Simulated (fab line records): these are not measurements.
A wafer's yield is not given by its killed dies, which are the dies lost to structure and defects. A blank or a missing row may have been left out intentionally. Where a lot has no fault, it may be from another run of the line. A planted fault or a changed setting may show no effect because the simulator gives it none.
The same fault as seen by 3 desks | flow n5_finfet | what lay behind the numbers comes last; until then each desk has only its own

## THE DEFECT DESK
Lot by lot, what the route's inspections counted, given as the mean of those sampled wafers with a number. Marked OUT: a lot whose mean sits more than 4 standard deviations from the usual mean, which makes it out of limits; the brackets give that distance.
Columns: A = raw_defect_count at N5_MOL_CONTACT_COAG_INSPECT_42, usual 222
lot  | first seen here | A
L918 | day 6 03:02     | 250
L920 | day 6 10:56     | 204
L922 | day 7 00:34     | 129
L928 | day 8 15:49     | 150
L930 | day 9 02:25     | 116
L932 | day 9 13:59     | 232
L936 | day 10 08:07    | 210
This desk found nothing out of limits on any of the 7 lots.

## METROLOGY DESK
What the gauges read for every lot (on any tool): the sampled wafers with a number, averaged. Marked OUT: a lot whose mean sits more than 4 standard deviations from the usual mean, which makes it out of limits; the brackets give that distance. Readings shown: 7 of its 12, picked as those furthest out on some lot.
Columns: A = cd_nm at N5_MOL_CONTACT_COAG_CD_MEAS_40, usual 25.17 nm; B = VD_OVL at N5_MOL_CONTACT_COAG_OVL_MEAS_41, usual -0.3 nm; C = DIBL_N at N5_BEOL_M4_RC_MEAS_101, usual 36.9 mV/V; D = DIBL_P at N5_BEOL_M4_RC_MEAS_101, usual 36.7 mV/V; E = IOFF_N at N5_BEOL_M4_RC_MEAS_101, usual 0.17 nA/um; F = ION_N at N5_BEOL_M4_RC_MEAS_101, usual 674 uA/um; G = VT_N at N5_BEOL_M4_RC_MEAS_101, usual 249 mV
lot  | first seen here | A     | B    | C    | D    | E    | F   | G
L918 | day 6 02:56     | 25.33 | -1.8 | 35.1 | 34.5 | 0.16 | 666 | 252
L920 | day 6 10:50     | 25.31 | -0.7 | 37.8 | 39.5 | 0.20 | 681 | 247
L922 | day 7 00:29     | 25.12 | -0.2 | 38.2 | 37.8 | 0.18 | 675 | 248
L928 | day 8 15:44     | 25.66 | -0.6 | 36.5 | 36.2 | 0.15 | 673 | 250
L930 | day 9 02:20     | 24.96 | 1.0  | 36.7 | 35.8 | 0.17 | 680 | 247
L932 | day 9 13:53     | 25.18 | -0.7 | 35.9 | 35.5 | 0.15 | 666 | 250
L936 | day 10 08:01    | 25.22 | -0.8 | 34.2 | 33.2 | 0.12 | 655 | 254
This desk found nothing out of limits on any of the 7 lots.

## AT THE TOOL OWNER'S DESK: rie_diel-02
The tool's own readings at N5_MOL_CONTACT_COAG_DESCUM_45 (chemistry O2, time 7 s): means of the sampled wafers that have a number, for each lot that ran on this tool. Marked OUT: a lot whose mean sits more than 4 standard deviations from the usual mean, which makes it out of limits; the brackets give that distance.
Columns: A = drypump_motor_current_A at N5_MOL_CONTACT_COAG_DESCUM_45, usual 5.5 A; B = oes_product_au at N5_MOL_CONTACT_COAG_DESCUM_45, usual 0.78 a.u.; C = rf_vpp_V at N5_MOL_CONTACT_COAG_DESCUM_45, usual 243.1 V; D = showerhead_plenum_p_Torr at N5_MOL_CONTACT_COAG_DESCUM_45, usual 2.09 Torr; E = throttle_valve_pct at N5_MOL_CONTACT_COAG_DESCUM_45, usual 20.34 %
lot  | first seen here | A   | B    | C     | D    | E
L918 | day 6 03:07     | 5.2 | 0.85 | 242.2 | 2.10 | 20.27
L928 | day 8 15:58     | 5.3 | 0.78 | 242.8 | 2.07 | 20.32
L930 | day 9 02:27     | 5.3 | 0.79 | 242.4 | 2.06 | 20.34
L932 | day 9 14:01     | 5.0 | 0.86 | 243.2 | 2.15 | 20.26
This desk found nothing out of limits on any of the 4 lots.

## TAKEN TOGETHER
Nothing the defect desk looked at was out of limits.
Nothing out of limits was seen by the metrology desk.
The desk of the tool owner found nothing out of limits.

## WHAT THE SIMULATOR HAD INSERTED
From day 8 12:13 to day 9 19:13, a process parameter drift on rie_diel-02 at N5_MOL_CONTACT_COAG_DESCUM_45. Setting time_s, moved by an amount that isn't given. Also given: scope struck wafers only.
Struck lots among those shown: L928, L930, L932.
